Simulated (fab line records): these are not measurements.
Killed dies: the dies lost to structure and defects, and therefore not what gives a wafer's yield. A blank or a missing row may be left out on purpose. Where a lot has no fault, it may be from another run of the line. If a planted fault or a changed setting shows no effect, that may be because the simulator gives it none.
fab line records	flow n5-finfet
record lots=24	wafers=72	last-day=17
route steps=1938 shown GATE_CUT@477 MOL_CONTACT_COAG@531
lots that met no fault: taken from a fault-free run of the same line
start-h: hours from the record's first day to the start of the lot's first wafer shown	wait-h: hours elapsed since this lot's preceding step	" the same as in the row above	L1.1+2: a row that stands for several wafers	- value missing, or start not given	* or withheld: withheld	< > ~ a bound
route shown NAME@n: a module of which the file shows steps, and the number in the route of the first	usual: mean/standard deviation of fault-free wafers	same: alike in all rows	chamber/n: place in a boat	sites: readings site by site	_std_site: standard deviation of those values	_edge_site: outer sites' mean less inner sites'	radius-mm: for every site, how far away it sits from the centre of the wafer	mask NAME#n: copy n	behind: tool/chamber where the wafer was last shaped	hold: reason for holding the lot/hours on hold/outcome of the hold	device: transistor that didn't switch, given as n, p or np	end of line: the route-end tests of the same wafers	step lacking rows: just its recipe	killed: the dies lost at the first sort to structure and to defects; this is not the yield of the wafer	map: per-die view of a wafer (x killed, . not killed, _ where there is no die)
set.NAME: the setting that was run; set.NAME@STEP: the one run at that earlier step	model.NAME: the simulator's own value behind a step, which no gauge read
the route's steps for a sample of lots (tables are steps, rows are wafers)
services: from which hour (start-h, from the record's first day; less than 0 if before it) a tool's chamber was out of use, for how many hours, and why
## steps
# step N5_GATE_CUT_HM_DEP_46
# recipe material=SiO2	target-thk-a=1300	temp-c=400	precursor=TEOS/O2	pressure-torr=6.5	rf-w=900	teos-flow-sccm=161.4	gas=O2	flow-sccm=2650	time-s=26.6
# usual heater-power-w=594/59	showerhead-plenum-p-Torr=8.35/0.036	throttle-valve-pct=18.5/1
lot.wafer	tool	chamber	start-h	wait-h	heater-power-w	showerhead-plenum-p-Torr	throttle-valve-pct
L074.1	pecvd-02	0	84.46	0.0	643	8.34	19.1
L074.2	"	1	"	"	626	8.33	17.7
L074.4	"	0	"	"	632	8.32	18.9
L075.1	pecvd-02	0	92.66	0.0	543	8.31	18.9
L075.3	"	2	"	"	493	8.39	17.6
L075.4	"	2	"	"	480	8.39	17.5
L076.2	pecvd-02	1	98.93	0.0	591	8.34	17.8
L076.3	"	0	"	"	533	8.31	18.9
L076.5	"	0	"	"	555	8.35	18.8
L077.2	pecvd-03	2	103.54	0.0	549	8.36	18.2
L077.5	"	2	"	"	551	8.36	18.3
L077.6	"	0	"	"	532	8.30	18.8
L078.1	pecvd-01	2	108.06	0.0	514	8.32	17.5
L078.5	"	0	"	"	708	8.33	18.7
L078.6	"	1	"	"	724	8.34	21.1
L079.1	pecvd-01	2	116.05	0.0	530	8.36	17.5
L079.3	"	1	"	"	595	8.34	21.4
L079.4	"	0	"	"	705	8.33	18.5
L080.3	pecvd-01	1	123.18	0.0	670	8.34	21.5
L080.4	"	1	"	"	675	8.32	21.3
L080.5	"	2	"	"	587	8.35	17.5
L081.1	pecvd-02	0	124.93	0.0	621	8.33	18.8
L081.5	"	2	"	"	588	8.38	17.7
L081.6	"	0	"	"	596	8.30	18.8
L082.3	pecvd-03	0	131.89	0.0	576	8.31	19.0
L082.4	"	0	"	"	588	8.32	18.8
L082.6	"	2	"	"	461	8.37	18.1
L083.2	pecvd-01	2	139.08	0.0	524	8.33	18.0
L083.4	"	0	"	"	593	8.30	18.7
L083.5	"	0	"	"	603	8.33	18.7
L084.2	pecvd-03	1	145.89	0.0	566	8.43	17.8
L084.5	"	2	"	"	628	8.38	18.3
L084.6	"	0	"	"	595	8.33	18.7
L085.2	pecvd-02	2	150.52	0.0	535	8.40	18.0
L085.3	"	0	"	"	613	8.31	18.7
L085.4	"	1	"	"	637	8.35	18.0
L086.1	pecvd-03	0	160.91	0.0	502	8.32	18.8
L086.3	"	2	"	"	585	8.36	18.3
L086.4	"	1	"	"	639	8.43	17.4
L087.4	pecvd-02	0	162.03	0.1	646	8.32	18.7
L087.5	"	2	"	"	563	8.36	17.8
L087.6	"	1	"	"	577	8.34	18.3
L088.3	pecvd-02	1	170.14	0.0	624	8.34	17.9
L088.5	"	1	"	"	626	8.31	18.3
L088.6	"	0	"	"	659	8.31	18.9
L089.1	pecvd-02	2	175.01	0.0	566	8.39	17.8
L089.3	"	1	"	"	531	8.32	18.0
L089.4	"	2	"	"	577	8.38	17.8
L090.1	pecvd-03	0	181.13	0.0	562	8.34	18.7
L090.4	"	0	"	"	573	8.33	18.9
L090.6	"	1	"	"	597	8.42	17.7
L091.2	pecvd-01	1	187.20	0.0	646	8.33	21.3
L091.3	"	2	"	"	604	8.33	17.9
L091.5	"	0	"	"	703	8.32	18.8
L092.4	pecvd-01	2	192.91	0.1	494	8.34	17.6
L092.5	"	0	"	"	665	8.30	18.7
L092.6	"	1	"	"	653	8.33	21.1
L093.3	pecvd-01	2	197.22	0.0	584	8.33	17.5
L093.4	"	1	"	"	663	8.33	21.1
L093.5	"	2	"	"	575	8.33	17.6
L094.1	pecvd-01	2	204.38	0.0	529	8.34	17.8
L094.4	"	0	"	"	610	8.33	18.7
L094.6	"	2	"	"	545	8.33	17.7
L095.1	pecvd-03	1	208.78	0.0	563	8.43	17.8
L095.3	"	2	"	"	478	8.37	18.6
L095.4	"	2	"	"	495	8.35	18.9
L096.1	pecvd-02	1	218.65	0.0	557	8.35	18.0
L096.3	"	2	"	"	565	8.40	18.0
L096.5	"	1	"	"	595	8.35	17.9
L097.3	pecvd-03	1	219.96	0.0	597	8.43	17.6
L097.4	"	1	"	"	616	8.43	17.6
L097.6	"	2	"	"	515	8.37	18.6
# step N5_GATE_CUT_ETCH_37
# recipe chemistry=N2/H2	target=SOC	target-depth-a=600	overetch-a=120	mask-material=SiARC	temp-c=40	time-s=90	ion-energy-ev=200	pressure-mtorr=30	source-w=840	bias-w=150	n2-flow-sccm=200	h2-flow-sccm=200
# usual drypump-motor-current-A=5.6/0.5	oes-product-au=0.70/0.053	rf-vpp-V=525.0/2.8	showerhead-plenum-p-Torr=2.58/0.1	throttle-valve-pct=17.92/0.19
lot.wafer	tool	chamber	start-h	wait-h	drypump-motor-current-A	oes-product-au	rf-hours-counter-h	rf-vpp-V	showerhead-plenum-p-Torr	throttle-valve-pct
L074.1	rie-diel-01	3	85.14	0.0	5.2	0.70	126	524.9	2.55	17.98
L074.2	"	2	"	"	4.8	0.61	248	520.6	2.40	18.14
L074.4	"	1	"	"	5.8	0.81	11	528.6	2.72	18.05
L075.1	rie-diel-03	0	93.32	0.0	5.3	0.68	151	523.1	2.53	17.95
L075.3	"	3	"	"	5.9	0.71	80	527.4	2.69	17.85
L075.4	"	1	"	"	5.2	0.68	128	525.0	2.54	18.03
L076.2	rie-diel-02	3	99.47	0.0	5.6	0.80	28	528.1	2.69	17.59
L076.3	"	1	"	"	4.9	0.66	177	521.2	2.42	17.45
L076.5	"	3	"	"	5.6	0.82	-	528.2	2.69	17.57
L077.2	rie-diel-03	2	104.28	0.0	6.5	0.69	135	526.5	2.66	17.69
L077.5	"	2	"	"	6.4	0.68	-	527.2	2.67	17.66
L077.6	"	1	"	"	5.2	0.67	-	525.0	2.54	18.05
L078.1	rie-diel-03	3	108.72	0.0	5.9	0.71	86	527.8	2.68	17.86
L078.5	"	0	"	"	5.4	0.68	-	523.2	2.53	17.95
L078.6	"	1	"	"	5.2	0.68	-	523.4	2.54	18.04
L079.1	rie-diel-02	0	117.02	0.0	5.3	0.67	151	524.3	2.56	18.18
L079.3	"	1	"	"	4.9	0.66	185	521.0	2.41	17.46
L079.4	"	3	"	"	5.7	0.80	36	530.4	2.68	17.59
L080.3	rie-diel-02	2	123.87	0.0	6.1	0.71	94	516.6	2.35	18.02
L080.4	"	3	"	"	5.6	0.79	37	528.1	2.68	17.60
L080.5	"	3	"	"	5.6	0.79	-	527.5	2.68	17.57
L081.1	rie-diel-03	0	125.47	0.0	5.3	0.68	162	523.8	2.53	17.96
L081.5	"	1	"	"	5.2	0.67	-	525.0	2.54	18.06
L081.6	"	0	"	"	5.3	0.67	-	523.7	2.53	17.98
L082.3	rie-diel-03	0	132.43	0.0	5.3	0.67	164	524.3	2.53	17.96
L082.4	"	1	"	"	5.2	0.66	141	524.6	2.54	18.07
L082.6	"	0	"	"	5.3	0.67	-	524.3	2.53	17.98
L083.2	rie-diel-02	0	139.73	0.0	5.3	0.67	158	522.8	2.56	18.22
L083.4	"	2	"	"	6.1	0.70	101	517.4	2.34	18.04
L083.5	"	3	"	"	5.6	0.79	-	528.6	2.68	17.62
L084.2	rie-diel-03	1	146.46	0.0	5.2	0.66	146	522.6	2.54	18.06
L084.5	"	3	"	"	5.8	0.70	-	526.3	2.68	17.90
L084.6	"	0	"	"	5.3	0.66	-	523.2	2.52	17.98
L085.2	rie-diel-03	2	151.50	0.0	6.4	0.68	150	526.3	2.66	17.70
L085.3	"	1	"	"	5.2	0.67	147	524.6	2.54	18.07
L085.4	"	3	"	"	5.9	0.70	101	527.4	2.68	17.89
L086.1	rie-diel-03	1	161.70	0.0	5.2	0.66	149	524.2	2.53	18.08
L086.3	"	3	"	"	5.9	0.70	103	527.6	2.68	17.92
L086.4	"	1	"	"	5.2	0.66	-	523.9	2.53	18.08
L087.4	rie-diel-03	3	162.64	0.0	5.8	0.70	103	527.2	2.68	17.90
L087.5	"	3	"	"	5.8	0.70	-	527.6	2.68	17.92
L087.6	"	0	"	"	5.3	0.67	-	522.9	2.52	17.97
L088.3	rie-diel-01	3	170.68	0.0	5.2	0.68	153	523.5	2.54	18.03
L088.5	"	1	"	"	5.9	0.77	-	527.3	2.71	18.09
L088.6	"	2	"	"	4.8	0.83	-	528.4	2.71	17.71
L089.1	rie-diel-03	0	175.70	0.0	5.3	0.66	177	522.5	2.52	18.00
L089.3	"	1	"	"	5.2	0.66	152	521.9	2.53	18.09
L089.4	"	3	"	"	5.9	0.70	107	527.8	2.67	17.92
L090.1	rie-diel-01	0	181.88	0.0	6.2	0.64	188	525.7	2.64	18.04
L090.4	"	3	"	"	5.2	0.68	-	522.5	2.54	18.05
L090.6	"	2	"	"	4.8	0.82	-	527.7	2.71	17.72
L091.2	rie-diel-01	2	187.95	0.0	4.8	0.82	19	529.0	2.71	17.71
L091.3	"	0	"	"	6.2	0.64	190	526.5	2.64	18.03
L091.5	"	0	"	"	6.2	0.64	-	526.6	2.64	18.05
L092.4	rie-diel-03	1	193.43	0.0	5.2	0.65	157	523.1	2.53	18.07
L092.5	"	2	"	"	6.5	0.67	-	527.1	2.65	17.72
L092.6	"	1	"	"	5.2	0.65	-	524.8	2.53	18.10
L093.3	rie-diel-01	0	197.76	0.0	6.2	0.64	194	525.4	2.64	18.04
L093.4	"	3	"	"	5.2	0.67	162	523.4	2.53	18.05
L093.5	"	3	"	"	5.2	0.67	-	524.5	2.53	18.05
L094.1	rie-diel-03	2	205.05	0.0	6.5	0.66	162	527.1	2.65	17.73
L094.4	"	1	"	"	5.2	0.65	160	523.9	2.53	18.10
L094.6	"	1	"	"	5.2	0.66	-	523.1	2.53	18.10
L095.1	rie-diel-01	1	209.39	0.0	5.8	0.76	46	527.8	2.71	18.13
L095.3	"	2	"	"	4.8	0.80	26	526.8	2.70	17.72
L095.4	"	0	"	"	6.2	0.63	197	527.1	2.64	18.06
L096.1	rie-diel-01	3	219.21	0.0	5.2	0.67	167	524.7	2.53	18.04
L096.3	"	1	"	"	5.9	0.76	48	526.1	2.71	18.12
L096.5	"	2	"	"	4.8	0.81	-	527.5	2.70	17.74
L097.3	rie-diel-02	3	220.64	0.0	5.6	0.76	65	527.0	2.67	17.65
L097.4	"	2	"	"	6.1	0.69	120	518.9	2.34	18.08
L097.6	"	2	"	"	6.1	0.69	-	518.9	2.34	18.08
# step N5_GATE_CUT_ALD_22
# recipe material=SiNx	target-thk-a=160	temp-c=400	ald-precursor-family=SiH2I2	ald-co-reactant=N2/H2-plasma	pulse-time-s=1	ald-cycles=320	purge-time-s=2	co-reactant-purge-time-s=2	pressure-torr=2
# usual heater-power-w=868/71	precursor-pulse-height-rel=0.999/0.021
lot.wafer	tool	chamber	start-h	wait-h	heater-power-w	precursor-pulse-height-rel
L074.1	ald-sin-03	3	85.90	0.0	730	1.010
L074.2	"	0	"	"	815	1.034
L074.4	"	1	"	"	908	1.029
L075.1	ald-sin-03	1	94.08	0.0	932	1.014
L075.3	"	2	"	"	977	1.002
L075.4	"	3	"	"	734	0.961
L076.2	ald-sin-02	2	100.23	0.0	816	0.979
L076.3	"	0	"	"	802	1.008
L076.5	"	0	"	"	819	0.979
L077.2	ald-sin-03	1	105.36	0.4	913	0.985
L077.5	"	3	"	"	737	1.038
L077.6	"	0	"	"	841	1.013
L078.1	ald-sin-03	1	109.69	0.2	949	0.991
L078.5	"	1	"	"	914	0.954
L078.6	"	2	"	"	977	1.025
L079.1	ald-sin-02	2	118.33	0.3	819	0.991
L079.3	"	3	"	"	839	0.996
L079.4	"	1	"	"	867	1.007
L080.3	ald-sin-02	3	124.63	0.0	823	1.001
L080.4	"	0	"	"	803	0.993
L080.5	"	3	"	"	813	0.995
L081.1	ald-sin-02	2	126.23	0.0	792	0.964
L081.5	"	1	"	"	915	1.021
L081.6	"	2	"	"	794	0.994
L082.3	ald-sin-04	2	133.19	0.0	869	1.019
L082.4	"	3	"	"	859	1.013
L082.6	"	0	"	"	998	0.995
L083.2	ald-sin-04	0	140.50	0.0	984	1.044
L083.4	"	2	"	"	880	0.991
L083.5	"	3	"	"	825	1.028
L084.2	ald-sin-04	3	147.22	0.0	834	0.990
L084.5	"	0	"	"	975	0.998
L084.6	"	1	"	"	871	0.976
L085.2	ald-sin-03	0	152.69	0.4	836	1.014
L085.3	"	2	"	"	992	1.002
L085.4	"	3	"	"	757	0.973
L086.1	ald-sin-04	1	162.64	0.2	874	1.000
L086.3	"	0	"	"	974	0.999
L086.4	"	3	"	"	852	1.011
L087.4	ald-sin-02	1	163.40	0.0	898	0.961
L087.5	"	3	"	"	826	0.997
L087.6	"	0	"	"	795	1.040
L088.3	ald-sin-04	0	171.43	0.0	972	1.025
L088.5	"	3	"	"	855	0.996
L088.6	"	2	"	"	888	1.029
L089.1	ald-sin-04	2	176.46	0.0	894	1.027
L089.3	"	3	"	"	870	0.995
L089.4	"	0	"	"	999	0.988
L090.1	ald-sin-02	0	183.92	1.3	817	1.014
L090.4	"	2	"	"	832	0.976
L090.6	"	1	"	"	911	0.984
L091.2	ald-sin-03	0	188.96	0.3	831	0.967
L091.3	"	3	"	"	755	1.008
L091.5	"	2	"	"	970	1.031
L092.4	ald-sin-02	3	194.19	0.0	812	0.970
L092.5	"	2	"	"	803	1.010
L092.6	"	3	"	"	835	1.007
L093.3	ald-sin-02	2	198.84	0.2	807	0.966
L093.4	"	3	"	"	838	1.002
L093.5	"	1	"	"	893	0.986
L094.1	ald-sin-04	1	205.80	0.0	872	0.963
L094.4	"	0	"	"	980	0.992
L094.6	"	1	"	"	880	1.006
L095.1	ald-sin-04	2	210.15	0.0	857	1.002
L095.3	"	1	"	"	866	1.036
L095.4	"	0	"	"	968	1.030
L096.1	ald-sin-04	1	220.28	0.3	880	1.010
L096.3	"	0	"	"	953	1.025
L096.5	"	0	"	"	975	1.006
L097.3	ald-sin-03	1	221.40	0.0	941	1.016
L097.4	"	2	"	"	996	1.000
L097.6	"	3	"	"	734	0.989
# step N5_MOL_CONTACT_COAG_ETCH_105
# recipe chemistry=CF4	target=SiARC	target-depth-a=156	mask-material=CAR-EUV	time-s=26	ion-energy-ev=80	pressure-mtorr=40	source-w=545	bias-w=36	Ar_flow_sccm=100	cf4-flow-sccm=100	ends=cleared
# usual drypump-motor-current-A=5.7/0.51	etch-rf-on-time-s=25.6/0.73	oes-product-au=0.67/0.074	rf-vpp-V=183.9/1.2	showerhead-plenum-p-Torr=2.10/0.072	throttle-valve-pct=15.67/0.2
lot.wafer	tool	chamber	start-h	wait-h	drypump-motor-current-A	etch-rf-on-time-s	oes-product-au	rf-hours-counter-h	rf-vpp-V	showerhead-plenum-p-Torr	throttle-valve-pct
L074.1	rie-diel-06	0	89.04	0.0	6.4	26.6	0.58	215	183.2	2.12	15.69
L074.2	"	1	"	"	5.6	25.7	0.65	151	182.2	1.98	15.79
L074.4	"	0	"	"	6.5	26.8	0.59	-	182.2	2.12	15.68
L075.1	rie-diel-05	2	97.67	0.0	6.5	25.3	0.71	98	185.6	2.15	15.45
L075.3	"	1	"	"	6.1	24.5	0.66	167	181.9	2.04	15.87
L075.4	"	3	"	"	5.4	24.7	0.69	137	185.8	2.14	15.53
L076.2	rie-diel-06	3	103.23	0.0	5.1	26.3	0.59	246	184.1	2.10	15.82
L076.3	"	0	"	"	6.5	26.3	0.59	222	183.6	2.11	15.68
L076.5	"	3	"	"	5.1	26.3	0.59	-	184.4	2.10	15.81
L077.2	rie-diel-05	0	109.42	0.0	5.8	26.3	0.64	156	184.2	2.13	15.85
L077.5	"	1	"	"	6.1	24.6	0.65	-	183.1	2.04	15.88
L077.6	"	0	"	"	5.8	26.2	0.64	-	184.5	2.13	15.85
L078.1	rie-diel-05	3	112.80	0.0	5.4	24.7	0.68	143	183.6	2.13	15.55
L078.5	"	2	"	"	6.5	25.3	0.71	-	184.6	2.14	15.47
L078.6	"	3	"	"	5.4	24.5	0.68	-	185.0	2.13	15.54
L079.1	rie-diel-06	1	122.08	0.0	5.6	25.7	0.63	165	181.4	1.97	15.80
L079.3	"	0	"	"	6.4	26.3	0.58	230	183.3	2.11	15.71
L079.4	"	1	"	"	5.6	25.7	0.65	-	181.3	1.97	15.78
L080.3	rie-diel-06	1	127.79	0.0	5.6	25.5	0.64	168	182.6	1.97	15.80
L080.4	"	0	"	"	6.5	26.6	0.58	-	183.6	2.11	15.72
L080.5	"	1	"	"	5.6	25.6	0.64	-	183.2	1.97	15.80
L081.1	rie-diel-04	3	129.25	0.0	4.9	25.3	0.64	140	183.8	2.06	15.81
L081.5	"	1	"	"	5.8	25.6	0.78	-	184.5	2.19	15.75
L081.6	"	3	"	"	4.9	25.2	0.64	-	183.5	2.06	15.80
L082.3	rie-diel-05	0	136.19	0.0	5.7	26.0	0.64	166	183.2	2.12	15.86
L082.4	"	2	"	"	6.5	25.4	0.70	113	183.5	2.14	15.48
L082.6	"	2	"	"	6.5	25.4	0.69	-	184.3	2.14	15.49
L083.2	rie-diel-05	0	143.52	0.0	5.8	26.5	0.63	168	184.5	2.12	15.86
L083.4	"	1	"	"	6.1	24.7	0.65	185	182.3	2.03	15.91
L083.5	"	3	"	"	5.4	24.6	0.67	-	183.7	2.13	15.56
L084.2	rie-diel-06	2	150.22	0.0	5.6	24.9	0.80	17	184.9	2.18	15.33
L084.5	"	0	"	"	6.5	26.5	0.58	-	183.7	2.11	15.70
L084.6	"	1	"	"	5.6	26.0	0.63	-	182.8	1.97	15.82
L085.2	rie-diel-06	1	155.88	0.0	5.6	26.2	0.63	179	183.8	1.97	15.80
L085.3	"	2	"	"	5.6	25.1	0.79	19	186.2	2.18	15.32
L085.4	"	0	"	"	6.4	26.6	0.57	238	184.5	2.11	15.72
L086.1	rie-diel-04	1	165.76	0.0	5.8	26.0	0.76	38	182.4	2.19	15.76
L086.3	"	3	"	"	4.9	25.4	0.63	154	185.3	2.06	15.83
L086.4	"	0	"	"	6.1	25.8	0.64	139	185.6	2.23	15.75
L087.4	rie-diel-06	3	166.40	0.0	5.1	25.4	0.79	11	183.4	2.10	15.34
L087.5	"	0	"	"	6.4	26.7	0.57	-	184.2	2.11	15.73
L087.6	"	3	"	"	5.1	25.7	0.79	-	182.8	2.10	15.36
L088.3	rie-diel-06	3	174.66	0.0	5.1	24.8	0.80	13	184.1	2.10	15.35
L088.5	"	3	"	"	5.1	25.0	0.80	-	185.4	2.10	15.36
L088.6	"	0	"	"	6.5	26.1	0.58	-	184.9	2.11	15.73
L089.1	rie-diel-05	1	179.46	0.0	6.1	25.0	0.63	199	185.0	2.03	15.95
L089.3	"	3	"	"	5.4	24.9	0.66	166	183.5	2.13	15.57
L089.4	"	2	"	"	6.5	25.6	0.67	128	183.2	2.14	15.51
L090.1	rie-diel-06	0	186.92	0.0	6.5	26.6	0.58	245	184.6	2.11	15.73
L090.4	"	1	"	"	5.6	26.0	0.62	187	181.5	1.97	15.83
L090.6	"	0	"	"	6.4	26.7	0.57	-	184.7	2.11	15.73
L091.2	rie-diel-06	2	192.29	0.0	5.6	25.3	0.78	28	185.3	2.18	15.34
L091.3	"	0	"	"	6.4	26.9	0.57	246	184.5	2.11	15.74
L091.5	"	0	"	"	6.4	27.0	0.57	-	184.3	2.11	15.73
L092.4	rie-diel-05	2	197.41	0.0	6.5	25.3	0.68	134	183.5	2.14	15.53
L092.5	"	1	"	"	6.1	24.5	0.64	-	182.3	2.03	15.96
L092.6	"	0	"	"	5.8	26.7	0.62	-	184.0	2.11	15.91
L093.3	rie-diel-04	1	201.84	0.0	5.8	25.5	0.74	54	184.5	2.18	15.80
L093.4	"	3	"	"	4.9	25.2	0.62	167	183.4	2.05	15.85
L093.5	"	3	"	"	4.9	25.4	0.63	-	182.6	2.05	15.84
L094.1	rie-diel-06	1	208.93	0.0	5.6	25.8	0.62	193	181.8	1.97	15.85
L094.4	"	3	"	"	5.1	25.4	0.77	-	185.4	2.09	15.37
L094.6	"	1	"	"	5.6	25.7	0.62	-	181.9	1.97	15.84
L095.1	rie-diel-06	3	213.15	0.0	5.1	25.2	0.77	24	185.2	2.09	15.39
L095.3	"	2	"	"	5.6	25.0	0.77	35	186.0	2.17	15.35
L095.4	"	1	"	"	5.6	25.6	0.62	-	183.7	1.97	15.86
L096.1	rie-diel-05	0	223.28	0.0	5.7	26.1	0.62	197	183.7	2.11	15.93
L096.3	"	2	"	"	6.5	25.6	0.68	143	184.2	2.13	15.54
L096.5	"	1	"	"	6.2	24.7	0.63	-	180.7	2.02	15.96
L097.3	rie-diel-04	0	224.57	0.0	6.0	25.4	0.64	148	185.8	2.23	15.78
L097.4	"	2	"	"	4.9	27.0	0.58	220	185.5	2.20	15.76
L097.6	"	2	"	"	4.8	27.1	0.59	-	183.7	2.20	15.75
# step N5_MOL_CONTACT_COAG_PRE_CLEAN_141
# recipe gas=H2/He	time-s=60	temp-c=300
# usual heater-power-w=487/33
lot.wafer	tool	chamber	start-h	wait-h	heater-power-w
L074.1	pvd-sputter-01	-	91.18	0.8	514
L074.2	"	-	"	"	475
L074.4	"	-	"	"	450
L075.1	pvd-sputter-02	-	100.02	0.9	482
L075.3	"	-	"	"	487
L075.4	"	-	"	"	496
L076.2	pvd-sputter-01	-	105.18	0.6	460
L076.3	"	-	"	"	477
L076.5	"	-	"	"	476
L077.2	pvd-sputter-03	-	110.94	0.2	475
L077.5	"	-	"	"	550
L077.6	"	-	"	"	449
L078.1	pvd-sputter-03	-	115.55	1.3	454
L078.5	"	-	"	"	463
L078.6	"	-	"	"	473
L079.1	pvd-sputter-03	-	125.64	0.5	461
L079.3	"	-	"	"	461
L079.4	"	-	"	"	486
L080.3	pvd-sputter-03	-	131.78	2.5	458
L080.4	"	-	"	"	458
L080.5	"	-	"	"	489
L081.1	pvd-sputter-01	-	133.07	1.0	442
L081.5	"	-	"	"	505
L081.6	"	-	"	"	493
L082.3	pvd-sputter-02	-	139.17	1.5	495
L082.4	"	-	"	"	480
L082.6	"	-	"	"	525
L083.2	pvd-sputter-01	-	147.28	0.8	502
L083.4	"	-	"	"	444
L083.5	"	-	"	"	455
L084.2	pvd-sputter-03	-	152.06	0.4	562
L084.5	"	-	"	"	465
L084.6	"	-	"	"	482
L085.2	pvd-sputter-03	-	161.65	4.3	467
L085.3	"	-	"	"	569
L085.4	"	-	"	"	457
L086.1	pvd-sputter-01	-	168.69	0.7	450
L086.3	"	-	"	"	488
L086.4	"	-	"	"	441
L087.4	pvd-sputter-02	-	172.40	4.2	548
L087.5	"	-	"	"	475
L087.6	"	-	"	"	491
L088.3	pvd-sputter-01	-	176.35	0.1	452
L088.5	"	-	"	"	482
L088.6	"	-	"	"	505
L089.1	pvd-sputter-03	-	181.79	0.6	560
L089.3	"	-	"	"	485
L089.4	"	-	"	"	461
L090.1	pvd-sputter-01	-	188.84	0.6	473
L090.4	"	-	"	"	456
L090.6	"	-	"	"	460
L091.2	pvd-sputter-02	-	195.88	0.9	494
L091.3	"	-	"	"	493
L091.5	"	-	"	"	519
L092.4	pvd-sputter-01	-	200.02	0.2	520
L092.5	"	-	"	"	474
L092.6	"	-	"	"	518
L093.3	pvd-sputter-02	-	204.00	0.6	504
L093.4	"	-	"	"	537
L093.5	"	-	"	"	490
L094.1	pvd-sputter-01	-	211.28	0.2	448
L094.4	"	-	"	"	495
L094.6	"	-	"	"	481
L095.1	pvd-sputter-03	-	217.81	1.3	447
L095.3	"	-	"	"	467
L095.4	"	-	"	"	565
L096.1	pvd-sputter-02	-	225.19	0.2	544
L096.3	"	-	"	"	491
L096.5	"	-	"	"	506
L097.3	pvd-sputter-03	-	228.15	1.8	462
L097.4	"	-	"	"	481
L097.6	"	-	"	"	485
# step N5_MOL_CONTACT_COAG_ANNEAL_113
# recipe temp-c=400	time-s=300	ambient=H2/N2
# usual lamp-power-pct=2.91/0.07	wafer_temp_C_max=401.7/0.39
lot.wafer	tool	chamber	start-h	wait-h	lamp-power-pct	wafer_temp_C_max
L074.1	rtp-anneal-01	0	92.12	0.5	2.79	401.1
L074.2	"	0	"	"	2.79	401.6
L074.4	"	0	"	"	2.79	401.1
L075.1	rtp-anneal-02	0	100.82	0.3	2.96	402.2
L075.3	"	0	"	"	2.95	402.2
L075.4	"	0	"	"	2.96	402.3
L076.2	rtp-anneal-02	0	106.26	0.6	2.96	401.5
L076.3	"	0	"	"	2.95	401.6
L076.5	"	0	"	"	2.95	401.5
L077.2	rtp-anneal-02	0	111.88	0.5	2.95	401.3
L077.5	"	0	"	"	2.95	401.2
L077.6	"	0	"	"	2.96	401.4
L078.1	rtp-anneal-01	0	116.84	0.6	2.79	401.6
L078.5	"	0	"	"	2.80	401.6
L078.6	"	0	"	"	2.79	401.3
L079.1	rtp-anneal-02	0	126.62	0.5	2.96	401.6
L079.3	"	0	"	"	2.95	402.2
L079.4	"	0	"	"	2.95	401.1
L080.3	rtp-anneal-02	0	132.87	0.6	2.95	402.0
L080.4	"	0	"	"	2.95	401.9
L080.5	"	0	"	"	2.96	402.4
L081.1	rtp-anneal-01	0	134.28	0.7	2.79	400.9
L081.5	"	0	"	"	2.79	401.3
L081.6	"	0	"	"	2.80	401.3
L082.3	rtp-anneal-01	0	140.26	0.6	2.79	402.0
L082.4	"	0	"	"	2.79	401.1
L082.6	"	0	"	"	2.80	401.6
L083.2	rtp-anneal-02	0	148.24	0.5	2.96	401.9
L083.4	"	0	"	"	2.95	402.6
L083.5	"	0	"	"	2.96	401.5
L084.2	rtp-anneal-02	0	153.00	0.5	2.96	401.6
L084.5	"	0	"	"	2.95	401.3
L084.6	"	0	"	"	2.95	401.5
L085.2	rtp-anneal-02	0	162.60	0.5	2.95	402.0
L085.3	"	0	"	"	2.95	401.4
L085.4	"	0	"	"	2.95	401.1
L086.1	rtp-anneal-02	0	169.48	0.3	2.95	401.6
L086.3	"	0	"	"	2.96	402.1
L086.4	"	0	"	"	2.95	401.8
L087.4	rtp-anneal-02	0	173.62	0.5	2.96	401.5
L087.5	"	0	"	"	2.96	402.6
L087.6	"	0	"	"	2.95	401.5
L088.3	rtp-anneal-01	0	177.44	0.6	2.79	401.1
L088.5	"	0	"	"	2.79	401.7
L088.6	"	0	"	"	2.79	401.3
L089.1	rtp-anneal-02	0	182.59	0.3	2.96	401.9
L089.3	"	0	"	"	2.96	402.7
L089.4	"	0	"	"	2.95	402.2
L090.1	rtp-anneal-02	0	189.63	0.3	2.95	402.5
L090.4	"	0	"	"	2.96	402.4
L090.6	"	0	"	"	2.95	401.7
L091.2	rtp-anneal-01	0	197.29	0.9	2.79	401.4
L091.3	"	0	"	"	2.79	400.7
L091.5	"	0	"	"	2.79	401.3
L092.4	rtp-anneal-02	0	201.27	0.5	2.95	401.9
L092.5	"	0	"	"	2.95	401.6
L092.6	"	0	"	"	2.95	401.6
L093.3	rtp-anneal-02	0	205.12	0.6	2.95	402.0
L093.4	"	0	"	"	2.95	401.6
L093.5	"	0	"	"	2.95	401.3
L094.1	rtp-anneal-02	0	212.38	0.6	2.95	401.6
L094.4	"	0	"	"	2.95	401.7
L094.6	"	0	"	"	2.95	401.3
L095.1	rtp-anneal-02	0	218.65	0.4	2.95	401.7
L095.3	"	0	"	"	2.96	402.2
L095.4	"	0	"	"	2.96	401.6
L096.1	rtp-anneal-02	0	226.27	0.6	2.95	402.1
L096.3	"	0	"	"	2.95	401.8
L096.5	"	0	"	"	2.95	401.8
L097.3	rtp-anneal-02	0	229.25	0.6	2.95	402.0
L097.4	"	0	"	"	2.96	401.9
L097.6	"	0	"	"	2.95	401.8
## services
tool	chamber	start-h	hours	kind
pvd-sputter-03	-	65.84	4.9	repair
rie-diel-05	3	71.28	7.9	repair
rie-diel-06	0	82.55	4.1	repair
ald-sin-02	-	85.25	14.0	pm
pvd-sputter-03	-	85.52	2.7	repair
rie-diel-05	1	93.73	1.5	repair
pvd-sputter-03	-	99.64	2.2	repair
pvd-sputter-03	-	107.67	2.0	repair
pvd-sputter-03	-	113.99	0.9	repair
pecvd-01	-	118.04	1.3	repair
pvd-sputter-01	-	129.15	1.9	repair
rie-diel-05	-	130.49	0.3	repair
pecvd-01	1	132.42	29.7	repair
rie-diel-03	-	138.91	0.2	repair
ald-sin-04	1	141.33	2.9	repair
ald-sin-02	1	145.62	15.5	repair
rie-diel-03	2	153.41	8.3	repair
ald-sin-04	1	155.26	4.3	repair
rie-diel-03	1	168.76	2.7	repair
ald-sin-02	-	171.60	0.4	repair
ald-sin-04	-	177.93	14.0	pm
rie-diel-03	0	215.28	6.4	repair
rie-diel-06	-	226.50	4.3	pm
pecvd-02	-	228.51	0.7	repair
## key
fault none
